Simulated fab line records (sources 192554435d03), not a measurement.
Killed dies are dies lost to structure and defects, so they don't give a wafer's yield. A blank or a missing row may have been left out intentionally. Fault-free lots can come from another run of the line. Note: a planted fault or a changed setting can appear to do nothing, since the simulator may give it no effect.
Matching of chambers	flow n5Finfet	rieDiel-04 running N5_BEOL_M4_STRIP_36: 4 sister chambers
The step strips in N2/H2. 8 wafers are shown with their chamber, then 8 later ones without.

== WAFERS PAIRED WITH THEIR CHAMBERS ==
wafer	chamber	showerheadPlenumPTorr (Torr)	oesProductAu (a.u.)
L083.3	0	2.59	0.85
L085.1	3	2.44	0.76
L085.4	0	2.59	0.86
L085.5	2	2.63	0.69
L086.2	1	2.49	0.68
L086.5	2	2.62	0.69
L086.6	1	2.49	0.68
L089.2	3	2.43	0.77

== WAFERS WITHOUT THEIR CHAMBER ==
wafer	showerheadPlenumPTorr (Torr)	oesProductAu (a.u.)
L089.4	2.62	0.68
L089.6	2.58	0.83
L091.1	2.62	0.69
L091.2	2.58	0.84
L091.6	2.62	0.69
L095.1	2.49	0.66
L095.4	2.49	0.67
L095.5	2.43	0.74

== THE CHAMBER EACH PASSED THROUGH ==
wafer	from the rows above	in truth
L089.4	2	2
L089.6	0	0
L091.1	2	2
L091.2	0	0
L091.6	2	2
L095.1	1	1
L095.4	1	1
L095.5	3	3
8 of 8 placed correctly. Left unplaced by these rows: 0. Wrongly placed: 0.
How it was worked out, from the rows above alone: a wafer's distance from a chamber is the root of the sum, over the readings, of the square of ((its reading less the chamber's mean) divided by the reading's scatter). The wafer belongs to the nearest chamber; if the next one is less than 2 further off, it can't be placed. For every chamber, the mean is computed from those of its wafers that are shown. How the scatter is found: for the shown wafers, subtract from each reading the mean of its chamber, square and add these, divide the total by (wafers less chambers), then take the root.
